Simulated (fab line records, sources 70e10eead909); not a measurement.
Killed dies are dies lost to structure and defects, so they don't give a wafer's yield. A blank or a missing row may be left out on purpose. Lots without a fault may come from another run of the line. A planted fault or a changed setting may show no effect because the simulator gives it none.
Chamber matching | flow nand_harc | NHARC_P_GATE_DESCUM_13 on rie_diel-02: 4 sister chambers
The step chemistry O2, time 3 s. 8 wafers are shown with their chamber, then 8 later ones without.

WAFERS WITH THEIR CHAMBER
wafer  | chamber | drypump_motor_current_A (A) | oes_product_au (a.u.)
L084.1 | 2       | 5.2                         | 1.009
L084.2 | 1       | 5.6                         | 1.009
L084.3 | 0       | 6.0                         | 1.002
L084.5 | 2       | 5.2                         | 1.011
L085.1 | 0       | 6.0                         | 0.994
L085.2 | 3       | 5.4                         | 1.000
L085.4 | 1       | 5.5                         | 0.993
L089.1 | 3       | 5.4                         | 1.006

WAFERS WITHOUT THEIR CHAMBER
wafer  | drypump_motor_current_A (A) | oes_product_au (a.u.)
L089.3 | 5.5                         | 1.019
L089.4 | 6.0                         | 1.007
L090.1 | 5.2                         | 1.003
L090.3 | 6.0                         | 0.995
L090.6 | 5.2                         | 1.010
L092.3 | 5.5                         | 1.029
L092.4 | 5.2                         | 1.012
L092.6 | 5.2                         | 1.018

WHICH CHAMBER EACH WENT THROUGH
wafer  | from the rows above     | in truth
L089.3 | can't be placed: 1 or 3 | 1
L089.4 | 0                       | 0
L090.1 | 2                       | 2
L090.3 | 0                       | 0
L090.6 | 2                       | 2
L092.3 | can't be placed: 1 or 3 | 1
L092.4 | 2                       | 2
L092.6 | 2                       | 2
Placed correctly: 6 of 8. Can't be placed from these rows: 2 (the true chamber is among the candidates in 2). Placed wrongly: 0.
How it was worked out, from the rows above alone: a wafer's distance from a chamber is the root of the sum, over the readings, of the square of ((its reading less the chamber's mean) divided by the reading's scatter). The wafer belongs to the nearest chamber; if the next one is less than 2 further off, it can't be placed. A chamber's mean is the mean of its shown wafers. The scatter: the root of (the sum of the squares of (reading less its chamber's mean) over the shown wafers, divided by (wafers less chambers)).
